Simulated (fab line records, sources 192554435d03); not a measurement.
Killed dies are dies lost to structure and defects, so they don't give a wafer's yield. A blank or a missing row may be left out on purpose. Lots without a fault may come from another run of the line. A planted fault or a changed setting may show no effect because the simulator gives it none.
Split-lot experiment | flow n5_finfet | 7 lots, 21 wafers read, on a route of 1938 steps

THE SPLIT
At N5_BEOL_M4_ETCH_70 (etches SOC in N2/H2, target depth 80 nm, overetch 24 nm, time 130 s), the setting time_s was moved away from the recipe's 130 s on 9 of the 21 wafers read, by -9.9% to +15.5%. The other wafers ran this setting at the recipe's value.

The reading is taken at the split's own step.

THE READING
SiARC_of_BEOL_M4_COAT_68.thk_nm (the simulator's own value, which no gauge read), in nm, at N5_BEOL_M4_ETCH_70 (etches SOC in N2/H2, target depth 80 nm, overetch 24 nm, time 130 s). The file gives no usual value for it. The 12 wafers here that ran the recipe average 5.9 nm, standard deviation 0.21 nm.

wafer  | tool, chamber at the split | time_s as run, s | against the recipe | SiARC_of_BEOL_M4_COAT_68.thk_nm, nm | against lot-mates on the recipe
L074.3 | rie_diel-06, 0             | 130              | recipe             | 5.8                                 | -
L074.5 | rie_diel-06, 0             | 130              | recipe             | 5.8                                 | -
L074.6 | rie_diel-06, 3             | 130              | recipe             | 6.2                                 | -
L081.1 | rie_diel-05, 1             | 130              | recipe             | 5.6                                 | -
L081.2 | rie_diel-05, 2             | 130              | recipe             | 5.8                                 | -
L081.6 | rie_diel-05, 0             | 130              | recipe             | 6                                   | -
L082.2 | rie_diel-06, 1             | 121.2            | -6.8%              | 6.2                                 | no lot-mate on the recipe
L082.3 | rie_diel-06, 3             | 121.2            | -6.8%              | 6.6                                 | no lot-mate on the recipe
L082.4 | rie_diel-06, 3             | 121.2            | -6.8%              | 6.6                                 | no lot-mate on the recipe
L089.2 | rie_diel-02, 1,1,0         | 130              | recipe             | 5.8                                 | -
L089.4 | rie_diel-02, 1,1,0         | 130              | recipe             | 5.8                                 | -
L089.6 | rie_diel-02, 1,1,0         | 130              | recipe             | 5.8                                 | -
L092.1 | rie_diel-02, 2             | 130              | recipe             | 6                                   | -
L092.3 | rie_diel-02, 2,1           | 117.1            | -9.9%              | 6.6                                 | +0.6
L092.5 | rie_diel-02, 2,1           | 117.1            | -9.9%              | 6.6                                 | +0.6
L093.2 | rie_diel-05, 0             | 130              | recipe             | 6                                   | -
L093.4 | rie_diel-05, 1             | 150.2            | +15.5%             | 4.6                                 | -1.6
L093.6 | rie_diel-05, 3             | 130              | recipe             | 6.4                                 | -
L096.1 | rie_diel-05, 0             | 147.1            | +13.2%             | 5.2                                 | no lot-mate on the recipe
L096.5 | rie_diel-05, 0             | 147.1            | +13.2%             | 5.2                                 | no lot-mate on the recipe
L096.6 | rie_diel-05, 3             | 147.1            | +13.2%             | 5.6                                 | no lot-mate on the recipe
Where a row lists several chambers, the file gives one row for several wafers and doesn't say which wafer went through which chamber.

THE FIT
A straight line over all 21 wafers: SiARC_of_BEOL_M4_COAT_68.thk_nm changes by -0.0629 nm for each +1% of time_s; r = -0.90; the points scatter about the line by 0.23 nm.
The same after taking each lot's own level away (the mean of its wafers on the recipe; 15 wafers): -0.0844 nm for each +1%; r = -0.94; scatter 0.18 nm.
On that fit, the largest move of time_s shifts the reading by 1.3 nm.
The lots' own levels span 5.80 to 6.20 nm, that is 1.9 times the standard deviation above.
So the lot-to-lot level changes the slope: the two fits differ.
Check: with one of the wafers moved furthest among these (+15.5%) left out of the fit, the line predicts -0.94 nm for it against its lot-mates. It came out at -1.6 nm against them.

THE FILE'S OWN FIT
SiARC_of_BEOL_M4_COAT_68.thk_nm changes by -0.0907 nm for each +1% of time_s, r = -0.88.
